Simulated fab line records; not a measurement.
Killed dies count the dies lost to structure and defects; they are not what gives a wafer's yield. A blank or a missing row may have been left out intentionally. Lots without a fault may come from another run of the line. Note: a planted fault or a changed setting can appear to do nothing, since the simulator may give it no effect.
fab line records | flow nandHarc
record: lots: 6 wafers: 18 lastDay: 34
route steps=1302 shown A_STAIRCASE@807 END@1302
lots untouched by any fault: they come from a run of this same line in which no faults occurred
startH: start of the lot's first displayed wafer, in hours after the record's first day | waitH: time in hours since the lot's previous step | " unchanged from the row above | L1.1+2: a single row standing in for several wafers | - value missing, or start not given | * or withheld: withheld | < > ~ a bound
route shown NAME@n: NAME is a module with steps in the file, n the number in the route of the first one | usual: the fault-free wafers' mean and standard deviation | same: alike in all rows | chamber/n: place in a boat | sites: each site's reading | _std_site: their standard deviation | _edge_site: outer sites' mean less inner sites' | radiusMm: how far each site lies from the wafer's centre | mask NAME#n: copy n | behind: the last tool/chamber to shape the wafer | hold: what put the lot on hold/how long, in hours/how the hold closed | device: the n, p or np transistor that did not switch | end of line: the route-end tests of the same wafers | where a step has no rows: the recipe by itself | killed: count of dies lost to structure and defects at first sort (not the wafer's yield) | map: per-die view of a wafer (x killed, . not killed, _ where there is no die)
set.NAME: the setting the step ran with; set.NAME@STEP: the setting that earlier step ran with | model.NAME: the simulator's own value behind a step, which no gauge read
lots seen at some steps along the route; tables by step, rows by wafer
services: the hour from which a tool's chamber was out of use, counted from the record's first day as startH (under 0 if before that day), plus the number of hours and why
== steps ==
step: NHARC_A_STAIRCASE_DESCUM_291
recipe: timeS: 3 o2FlowSccm: 200 arFlowSccm: 0 biasPowerW: 0 chemistry: O2
step: NHARC_A_STAIRCASE_ETCH_292
recipe: cf4FlowSccm: 100 chf3FlowSccm: 30 arFlowSccm: 0 rfW: 500 biasW: 200 chemistry: CF4/CHF3
step: NHARC_A_STAIRCASE_HM_OPEN_460
recipe: o2FlowSccm: 400 cosFlowSccm: 20 arFlowSccm: 0 rfW: 500 biasW: 300 chemistry: O2/COS
usual: drypumpMotorCurrentA: 5.7/0.47 oesProductAu: 0.998/0.011 rfVppV: 468/3.4 showerheadPlenumPTorr: 3.16/0.16 throttleValvePct: 28.332/0.0095
columns lot.wafer tool chamber startH waitH drypumpMotorCurrentA oesProductAu rfHoursCounterH rfVppV showerheadPlenumPTorr throttleValvePct
L994.3 rieDiel-13 3 - - 6.4 1.008 14 462 2.91 28.336
L994.6 " 0 " " 6.1 1.014 - 468 3.11 28.336
L994.5 " 1 " " 5.1 0.982 - 472 3.34 28.315
L105.2 rieDiel-11 3 - - 5.2 0.988 16 472 3.31 28.317
L105.1 " 2 " " 5.8 1.002 14 470 3.29 28.330
L105.4 " 1 " " 5.7 0.997 - 464 3.00 28.332
L106.2 rieDiel-13 3 - - 6.4 1.008 56 463 2.89 28.318
L106.1 " 0 " " 6.1 1.002 57 467 3.09 28.332
L106.5 " 3 " " 6.4 1.011 - 461 2.89 28.322
L107.4 rieDiel-13 3 - - 6.4 0.996 1 473 3.37 28.333
L107.1 " 1 " " 5.1 0.988 2 469 3.32 28.343
L107.5 " 2 " " 5.6 1.007 - 468 3.19 28.330
L112.3 rieDiel-13 3 - - 6.4 1.002 24 473 3.36 28.314
L112.4 " 2 " " 5.6 1.008 24 468 3.18 28.320
L112.6 " 0 " " 6.1 1.015 - 467 3.08 28.333
L114.2 rieDiel-11 3 - - 5.2 1.004 62 470 3.29 28.337
L114.5 " 1 " " 5.7 1.002 - 464 2.98 28.350
L114.6 " 2 " " 5.8 1.009 - 471 3.26 28.340
step: NHARC_A_STAIRCASE_STRIP_461
recipe: o2FlowSccm: 400 cosFlowSccm: 20 arFlowSccm: 0 biasW: 0 chemistry: O2/COS
step: NHARC_A_STAIRCASE_ETCH_452
recipe: targetDepthA: 300 overetchA: 30 timeS: 16.5 ionEnergyEv: 100 cf4FlowSccm: 80 o2FlowSccm: 20 arFlowSccm: 0 rfW: 300 biasW: 100 chemistry: CF4/O2
step: NHARC_A_STAIRCASE_ETCH_294
recipe: targetDepthA: 49890 timeS: 1211.6 ionEnergyEv: 800 c4f8FlowSccm: 80 o2FlowSccm: 60 arFlowSccm: withheld rfW: 600 biasW: 3000 chemistry: C4F8/O2/Ar
usual: oesProductAu: 0.933/0.01 rfVppV: 1830/13
columns lot.wafer tool chamber startH waitH oesProductAu rfHoursCounterH rfVppV
L994.3 rieDiel-13 1 - - 0.915 15 1844
L994.5 " 1 " " 0.910 - 1845
L994.6 " 2 " " 0.934 - 1834
L105.2 rieDiel-11 3 - - 0.920 16 1843
L105.1 " 1 " " 0.927 16 1816
L105.4 " 1 " " 0.931 - 1816
L106.1 rieDiel-13 2 - - 0.914 61 1832
L106.2 " 1 " " 0.916 47 1844
L106.5 " 3 " " 0.940 - 1807
L107.1 rieDiel-13 0 - - 0.936 2 1824
L107.4 " 3 " " 0.931 1 1847
L107.5 " 0 " " 0.941 - 1825
L112.3 rieDiel-13 3 - - 0.935 24 1846
L112.4 " 0 " " 0.955 23 1823
L112.6 " 2 " " 0.941 - 1832
L114.2 rieDiel-11 1 - - 0.934 54 1817
L114.5 " 1 " " 0.937 - 1815
L114.6 " 2 " " 0.932 - 1837
step: NHARC_A_STAIRCASE_STRIP_295
recipe: o2FlowSccm: 500 arFlowSccm: 0 biasW: 0 chemistry: O2
step: NHARC_A_STAIRCASE_STRIP_296
recipe: timeS: 900 tempC: 130 chemistry: SPM
step: NHARC_A_STAIRCASE_PRECLEAN_297
recipe: timeS: * tempC: 50 bathAgeMin: 0 chemistry: SC1
step: NHARC_A_STAIRCASE_SRD_298
step: NHARC_A_STAIRCASE_HM_DEP_462
recipe: targetThkA: 8000 tempC: 400 material: aC
step: NHARC_A_STAIRCASE_DEP_301
recipe: targetThkA: 300 targetThkNm: 30 tempC: 400 pressureTorr: 3.5 flowSccm: 200 rfW: 350 material: SiON
usual: chamberPressureTorr: 3.499/0.0081 heaterPowerOuterW: 449/67 heaterPowerW: 755/92
columns lot.wafer tool chamber startH waitH chamberPressureTorr heaterPowerOuterW heaterPowerW
L994.3 pecvd-04 1 410.66 1.0 3.508 472 807
L994.5 " 2 " " 3.501 363 620
L994.6 " 0 " " 3.500 373 666
L105.2 pecvd-04 2 498.15 1.2 3.503 380 676
L105.1 " 1 " " 3.501 437 769
L105.4 " 0 " " 3.497 427 703
L106.2 pecvd-04 2 522.10 1.2 3.485 331 587
L106.1 " 1 " " 3.505 538 906
L106.5 " 0 " " 3.501 372 624
L107.1 pecvd-02 0 539.82 1.6 3.500 478 767
L107.4 " 1 " " 3.486 345 601
L107.5 " 2 " " 3.512 447 700
L112.3 pecvd-03 1 614.04 0.9 3.495 416 780
L112.4 " 1 " " 3.520 419 814
L112.6 " 0 " " 3.492 451 761
L114.2 pecvd-04 0 620.67 1.3 3.513 416 703
L114.6 " 0 " " 3.506 428 691
L114.5 " 2 " " 3.490 378 670
step: NHARC_A_STAIRCASE_DEHYDRATE_302
recipe: tempC: 150 timeS: 120
step: NHARC_A_STAIRCASE_HMDS_303
recipe: timeS: 30
step: NHARC_A_STAIRCASE_COAT_304
recipe: spinRpm: 1200
step: NHARC_A_STAIRCASE_SOFTBAKE_305
recipe: tempC: 135 timeS: 170
step: NHARC_A_STAIRCASE_EBR_306
step: NHARC_A_STAIRCASE_EXPOSE_307
recipe: na: 0.5 doseMj: 45.72 maskId: CHOP_50
step: NHARC_A_STAIRCASE_PEB_308
recipe: pebTempC: 115 pebTimeS: 130
step: NHARC_A_STAIRCASE_DEVELOP_309
recipe: timeS: 140
step: NHARC_A_STAIRCASE_HARDBAKE_311
recipe: tempC: 120 timeS: 140
step: NHARC_A_STAIRCASE_DESCUM_312
recipe: timeS: 3 o2FlowSccm: 200 arFlowSccm: 0 biasPowerW: 0 chemistry: O2
step: NHARC_A_STAIRCASE_ETCH_313
recipe: cf4FlowSccm: 100 chf3FlowSccm: 30 arFlowSccm: 0 rfW: 500 biasW: 200 chemistry: CF4/CHF3
usual: chf3FlowSccm: 29.99/0.094 drypumpMotorCurrentA: 5.7/0.48 oesProductAu: 0.934/0.019 rfVppV: 370.9/2.8 showerheadPlenumPTorr: 1.58/0.08 throttleValvePct: 16.801/0.01
columns lot.wafer tool chamber startH waitH chf3FlowSccm drypumpMotorCurrentA oesProductAu rfHoursCounterH rfVppV showerheadPlenumPTorr throttleValvePct
L994.3 rieDiel-13 1 411.71 0.1 29.92 5.1 0.910 17 374.0 1.68 16.817
L994.6 " 2 " " 30.21 5.6 0.925 - 371.9 1.62 16.801
L994.5 " 3 " " 29.96 6.4 0.919 - 368.1 1.47 16.791
L105.1 rieDiel-13 1 499.23 0.1 29.98 5.1 0.965 40 373.7 1.68 16.788
L105.2 " 2 " " 29.98 5.6 0.964 54 370.9 1.61 16.792
L105.4 " 3 " " 29.95 6.4 0.965 51 367.2 1.46 16.807
L106.2 rieDiel-04 3 523.06 0.1 29.99 5.2 0.915 49 367.3 1.48 16.809
L106.1 " 0 " " 30.00 6.2 0.917 50 370.4 1.58 16.801
L106.5 " 2 " " 30.16 5.3 0.909 - 366.4 1.46 16.800
L107.4 rieDiel-11 0 543.17 0.2 29.95 5.7 0.913 29 373.0 1.69 16.805
L107.1 " 1 " " 30.03 5.7 0.918 38 368.1 1.51 16.802
L107.5 " 1 " " 29.87 5.7 0.913 - 368.8 1.51 16.798
L112.3 rieDiel-04 2 615.12 0.1 30.14 5.3 0.970 12 374.2 1.70 16.793
L112.4 " 3 " " 30.08 5.2 0.955 18 367.6 1.47 16.800
L112.6 " 1 " " 29.88 5.0 0.981 - 371.4 1.61 16.804
L114.2 rieDiel-13 2 621.65 0.1 30.02 5.6 0.939 31 371.2 1.60 16.817
L114.5 " 2 " " 29.99 5.6 0.934 - 371.2 1.60 16.809
L114.6 " 3 " " 29.98 6.4 0.934 - 374.9 1.69 16.809
step: NHARC_A_STAIRCASE_HM_OPEN_463
recipe: o2FlowSccm: 400 cosFlowSccm: 20 arFlowSccm: 0 rfW: 500 biasW: 300 chemistry: O2/COS
step: NHARC_A_STAIRCASE_STRIP_464
recipe: o2FlowSccm: 400 cosFlowSccm: 20 arFlowSccm: 0 biasW: 0 chemistry: O2/COS
step: NHARC_A_STAIRCASE_ETCH_453
recipe: targetDepthA: 300 overetchA: 30 timeS: 16.5 ionEnergyEv: 100 cf4FlowSccm: 80 o2FlowSccm: 20 arFlowSccm: 0 rfW: 300 biasW: 100 chemistry: CF4/O2
usual: drypumpMotorCurrentA: 5.6/0.47 oes_o_777_au: 1.000/0.0045 oesProductAu: 0.999/0.01 rfVppV: 197.9/1.7 showerheadPlenumPTorr: 1.35/0.069 throttleValvePct: 13.397/0.0082
columns lot.wafer tool chamber startH waitH drypumpMotorCurrentA oes_o_777_au oesProductAu rfHoursCounterH rfVppV showerheadPlenumPTorr throttleValvePct
L994.3 rieDiel-13 3 - - 6.4 0.998 0.999 15 195.6 1.24 13.393
L994.6 " 2 " " 5.6 0.997 0.998 - 198.8 1.38 13.391
L994.5 " 3 " " 6.4 0.999 0.995 - 195.4 1.24 13.396
L105.2 rieDiel-13 1 - - 5.1 0.990 0.979 40 200.3 1.43 13.390
L105.4 " 2 " " 5.6 0.998 0.999 54 198.4 1.37 13.392
L105.1 " 3 " " 6.4 1.002 1.010 51 195.2 1.24 13.405
L106.2 rieDiel-04 1 - - 5.0 1.003 1.012 51 200.1 1.37 13.394
L106.1 " 2 " " 5.3 1.004 0.994 42 195.0 1.23 13.396
L106.5 " 0 " " 6.2 1.004 1.010 - 199.5 1.34 13.409
L107.1 rieDiel-11 0 - - 5.7 1.001 0.992 30 200.4 1.44 13.410
L107.4 " 2 " " 5.8 1.003 1.008 41 199.3 1.40 13.393
L107.5 " 0 " " 5.7 1.000 1.006 - 199.1 1.44 13.413
L112.3 rieDiel-04 3 - - 5.2 0.997 0.977 18 196.0 1.25 13.391
L112.4 " 0 " " 6.3 1.004 0.998 23 198.2 1.34 13.399
L112.6 " 2 " " 5.3 0.999 0.993 - 200.5 1.44 13.385
L114.2 rieDiel-13 2 - - 5.6 0.998 1.011 31 197.2 1.36 13.397
L114.6 " 2 " " 5.6 0.995 1.014 - 197.5 1.36 13.405
L114.5 " 3 " " 6.4 0.988 1.009 - 199.3 1.44 13.403
step: NHARC_A_STAIRCASE_ETCH_315
recipe: targetDepthA: 25000 timeS: 607.1 ionEnergyEv: 800 c4f8FlowSccm: 80 o2FlowSccm: 60 arFlowSccm: withheld rfW: 600 biasW: 3000 chemistry: C4F8/O2/Ar
step: NHARC_A_STAIRCASE_STRIP_316
recipe: o2FlowSccm: 500 arFlowSccm: 0 biasW: 0 chemistry: O2
step: NHARC_A_STAIRCASE_STRIP_317
recipe: timeS: 900 tempC: 130 chemistry: SPM
step: NHARC_A_STAIRCASE_PRECLEAN_318
recipe: timeS: * tempC: 50 bathAgeMin: 0 chemistry: SC1
step: NHARC_A_STAIRCASE_SRD_329
step: NHARC_A_STAIRCASE_ALD_415
recipe: targetThkA: 300 pulseTimeS: 6 aldCycles: 300 tempC: 300 material: SiO2
step: NHARC_A_STAIRCASE_ETCHBACK_416
recipe: targetDepthA: 360 timeS: 7.2 c4f8FlowSccm: withheld o2FlowSccm: 8 arFlowSccm: withheld rfW: 600 biasW: 800 chemistry: C4F8/O2/Ar
step: NHARC_A_STAIRCASE_STRIP_476
recipe: timeS: 20 o2FlowSccm: 500 arFlowSccm: 0 biasW: 0 chemistry: O2
step: NHARC_A_STAIRCASE_DEP_417
recipe: targetThkA: 600 stepCoveragePct: 20 tempC: 400 targetThkNm: 60 flowSccm: 200 rfW: 450 material: Si3N4
usual: heaterPowerOuterW: 429/54 heaterPowerW: 724/83
columns lot.wafer tool chamber startH waitH heaterPowerOuterW heaterPowerW
L994.3 pecvd-04 0 415.78 - 328 625
L994.5 " 2 " " 385 648
L994.6 " 1 " " 403 708
L105.1 pecvd-04 2 503.91 - 380 652
L105.2 " 0 " " 413 693
L105.4 " 0 " " 409 688
L106.1 pecvd-03 1 527.09 - 444 830
L106.2 " 0 " " 389 654
L106.5 " 0 " " 395 646
L107.1 pecvd-02 2 547.54 - 433 686
L107.5 " 2 " " 425 697
L107.4 " 1 " " 421 701
L112.3 pecvd-03 1 619.73 - 435 827
L112.4 " 1 " " 434 825
L112.6 " 2 " " 494 780
L114.2 pecvd-02 1 625.77 - 308 529
L114.5 " 2 " " 389 638
L114.6 " 0 " " 497 816
step: NHARC_A_STAIRCASE_WET_418
recipe: tempC: 160 targetDepthA: 200 chemistry: H3PO4
step: NHARC_A_STAIRCASE_PRECLEAN_419
recipe: timeS: * tempC: 50 bathAgeMin: 0 chemistry: SC1
step: NHARC_A_STAIRCASE_SRD_421
step: NHARC_A_STAIRCASE_ALD_420
recipe: targetThkA: 200 pulseTimeS: 6 aldCycles: 200 tempC: 300 material: SiO2
step: NHARC_END_SORT_01
recipe: tempC: 25
usual: killedAtArray: 52/17 killedAtOther: 0.9/1.2 killedAtPeriphery: 3.9/2.7 killedDies: 57/16 killedOpen: 3.3/1.9 killedShort: 2.5/1.5
same: grossDies: 677
columns lot.wafer tool chamber startH waitH killedAtArray killedAtOther killedAtPeriphery killedDies killedOpen killedShort
L105.2 prober-01 0 678.31 2.8 132 6 0 138 3 1
L106.2 prober-02 0 696.97 2.8 112 1 6 119 3 4
killed by level:class
L105.2 A_STAIRCASE:unspecified=79 A_CHANNEL_HOLE_D1:chamberFilmFlake=35 A_CHANNEL_HOLE_D2:chamberFilmFlake=6 THIN_TSV:chamberFilmFlake=5 A_CONTACT:chamberFilmFlake=5 A_SLIT:chamberFilmFlake=4 A_DECK1_JOINT:geometricParticle:short=1 A_CHANNEL_FILL_D2:geometricParticle:open=1
L106.2 A_STAIRCASE:unspecified=84 A_CHANNEL_HOLE_D1:chamberFilmFlake=14 P_BONDPAD:chamberFilmFlake=3 A_STAIRCASE:chamberFilmFlake=3 A_WL_FILL:chamberFilmFlake=3 A_CHANNEL_FILL_D1:geometricParticle:short=2 A_SLIT:chamberFilmFlake=2 P_CONTACT:geometricParticle:open=1
map L105.2 (x killed, . not)
____________.____________
_________......._________
_______.......x.xx_______
______.....x....xxx______
_____..............._____
____.................____
____.................____
___...................___
___...................___
__............x........__
__.........x...........__
_...........x..........._
_...............x......._
_.................x....._
_......................._
_.................x.xx.x_
..................xxxxxx.
.................xxxxxxx.
..................xxxxxx.
................xxxxxxxxx
.....x........xx.xxxxxxxx
_........x.....x.xxxxxxx_
_....xx.....xxxxxxxxxxxx_
_............xxxxxxxxxxx_
_..xx......x..xxxxxxxxxx_
_............xxxxxxxxxxx_
__...........xx.xxx.xx.__
__.........x...xxxx.x..__
___.........x..xx....x___
___............xxxx...___
____..........x......____
____...........x.....____
_____..............._____
______.......x.....______
_______..........._______
_________......._________
____________x____________
map L106.2 (x killed, . not)
____________.____________
_________......._________
_______..........._______
______.............______
_____..............._____
____..x...........xx.____
____.................____
___...................___
___...................___
__.....................__
__.....................__
_....................x.._
_......................._
_......................._
_.................xxxx.._
_x.........x.....x.xxx.x_
.................x.xxx.xx
.x..x............xxxxxxx.
x.xx......x.......xxxxxxx
xxx.x..........x.xxxxxxxx
.xx............xxxxxxxxxx
_xx.............x.xxxxxx_
_.x...x..........xxxxxxx_
_x.............xxxxxxxxx_
_.....x..........xxxxxxx_
_................xxxxx.._
__..................xxx__
__.................xx..__
___...........x.....x.___
___........x..........___
____.................____
____.....x...........____
_____...x.......x..._____
______......x......______
_______..........._______
_________......._________
____________.____________
== services ==
columns tool chamber startH hours kind
pecvd-02 2 388.11 4.9 repair
pecvd-02 1 389.90 5.8 repair
rieDiel-13 1 414.03 36.9 repair
pecvd-04 - 421.20 0.6 repair
rieDiel-11 - 434.00 9.0 pm
rieDiel-04 2 445.31 14.7 repair
pecvd-04 1 449.10 4.6 repair
pecvd-04 - 450.39 13.0 pm
pecvd-04 0 483.40 4.5 repair
rieDiel-04 - 498.30 12.0 repair
rieDiel-13 - 522.82 9.0 pm
rieDiel-04 - 534.05 9.0 pm
rieDiel-13 1 538.03 7.8 repair
pecvd-04 1 547.83 4.8 repair
rieDiel-11 1 555.45 7.7 repair
rieDiel-11 0 560.67 3.8 repair
rieDiel-13 0 570.96 3.7 repair
rieDiel-13 1 575.54 1.8 repair
rieDiel-04 2 576.56 16.1 repair
rieDiel-04 3 579.03 10.9 repair
pecvd-04 - 584.38 26.0 repair
rieDiel-13 0 597.85 3.2 repair
rieDiel-11 - 613.41 9.0 pm
rieDiel-13 - 618.06 1.2 repair
== key ==
firstSign: step: NHARC_END_SORT_01 reading: killedDies direction: up sigmas: 4.4 usual: 57 struck: 128
effect: step: NHARC_END_SORT_01 reading: killedAtArray direction: up sigmas: 4.2 usual: 52 struck: 122
moreKillsBornAt: NHARC_A_STAIRCASE_DEP_301@pecvd-04: 163
metAt NHARC_A_STAIRCASE_DEP_301
struckWafers L105.2,L106.2
testerLeftOut L105,L106
onsetBetween 410.66 498.15
fault: kind: chamberParticleSource tool: pecvd-04 chamber: 2 onsetH: 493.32 steps: NHARC_A_STAIRCASE_DEP_301 ratePerVisitCm2: 0.75657 endH: 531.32
testerLeftOut: of these lots the tester's yield and bins aren't shown, on N5 and GAA mostly nor the transistor test; their killed dies are dies lost to structure and defects alone, not to doping, threshold or leakage, so they don't give the yield
